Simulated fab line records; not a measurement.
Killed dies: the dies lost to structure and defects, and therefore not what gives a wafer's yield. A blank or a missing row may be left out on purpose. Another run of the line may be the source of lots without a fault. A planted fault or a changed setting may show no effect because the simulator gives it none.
Comparing a struck lot with a sound one || flow n5Finfet || 14 out of 1938 route steps
Sound: wafers L237.1, L237.3, L237.5. The struck wafers were L253.2, L253.3, L253.6. Last of all comes the cause.
Each step with rows lists, per side, the tool, then ch with its chambers, then its first start. Under that, the readings that differ: sound wafers || struck wafers || difference of the means || sigmas: that difference in standard deviations of wafers without a fault.
alike: a reading whose means differ by less than 2 such deviations, as well as words and numbers matching on both sides. not compared: withheld readings; readings where some wafer has no value; bounds like >300 that might hide an equal value; numbers whose values overlap and for which the record gives no deviation.
The two part at a step that has a row with sigmas, a row that says differs or no value, or rows on one side only. Numbers that don't overlap but have no deviation are shown without sigmas and don't part them. Lack of a reading on every wafer of one side parts them only where that side has two or more wafers.

N5_BEOL_M4_RC_MEAS_101:
  sound on prober-02 ch 0, day 8 13:09; struck on prober-01 ch 0, day 12 10:02
{"reading": "DIBL_N (mV/V)", "sound": "35.2 39.1 35.2", "struck": "31.0 34.2 33.9", "difference": -3.5, "sigmas": -2}
{"reading": "DIBL_P (mV/V)", "sound": "36.7 41.6 37.8", "struck": "31.9 35.3 34.6", "difference": -4.8, "sigmas": -2}
{"reading": "SS_N (mV/dec)", "sound": "71.7 72.5 72.4", "struck": "70.2 71.2 71.1", "difference": -1.4, "sigmas": -2}
{"reading": "SS_P (mV/dec)", "sound": "73.2 74.6 74.1", "struck": "71.4 72.3 73.0", "difference": -1.7, "sigmas": -2}
  alike: IOFF_N, IOFF_P, ION_N, ION_P, VT_N, VT_P
N5_BEOL_M5_ILD_DEP_00: deposits SiCOH lowk from DEMS/porogen, target thk 140.64 nm, time 25.9 s.
  sound on pecvd-02 ch 1,2, day 8 14:07; struck on pecvd-01 ch 1,2, day 12 10:51
  alike: heaterPowerW, showerheadPlenumPTorr, throttleValvePct
N5_BEOL_M5_CURE_79: cures SiCOH lowk, time 240 s.
  sound on uvCure-03 ch 2, day 8 14:10; struck on uvCure-01 ch 1, day 12 10:59
  alike: lampPowerPct, wafer_temp_C_max
N5_BEOL_M5_THK_MEAS_01:
  sound: filmMetro-01 at day 8 14:41; struck: filmMetro-01 at day 12 11:26
  alike: M5_ILD_THK
N5_BEOL_M5_PECVD_70: deposits SiO2 from TEOS/O2, target thk 16 nm, time 18 s.
  sound on pecvd-04 ch 0,2, day 8 14:43; struck on pecvd-01 ch 1,2, day 12 11:28
  alike: heaterPowerW, showerheadPlenumPTorr, throttleValvePct
N5_BEOL_M5_HM_DEP_02: deposits TiN, target thk 20 nm.
  sound: pvdSputter-01 at day 8 17:22; struck: pvdSputter-03 at day 12 13:47
  alike: chamberPressurePa, throttleValvePct
then, 6 steps without rows for these wafers: N5_BEOL_M5_COAT_59 (time 60 s, resist thk 60 nm); N5_BEOL_M5_COAT_60 (time 60 s, resist thk 12 nm); N5_BEOL_M5_COAT_71 (time 60 s, resist thk 5 nm); N5_BEOL_M5_COAT_05 (resist thk 30 nm); N5_BEOL_M5_EBR_07; N5_BEOL_M5_SOFTBAKE_06 (time 60 s).
N5_BEOL_M5_EXPOSE_08: exposes mask M5, target cd 28 nm.
  struck on euvScanner-01, day 12 14:10; sound on euvScanner-01 ch 0, day 8 17:38
  no value came back on the struck wafers for exposureDoseMJCm2, focusOffsetNm (nm); on the sound wafers exposureDoseMJCm2 reads 35.75 35.78 35.72
  alike: mask
then, 1 step without rows for these wafers: N5_BEOL_M5_PEB_09 (peb time 60 s).

== WHERE THEY PART ==
First at N5_BEOL_M4_RC_MEAS_101; last, within this record, at N5_BEOL_M5_EXPOSE_08.

WHY: the cause the simulator had injected
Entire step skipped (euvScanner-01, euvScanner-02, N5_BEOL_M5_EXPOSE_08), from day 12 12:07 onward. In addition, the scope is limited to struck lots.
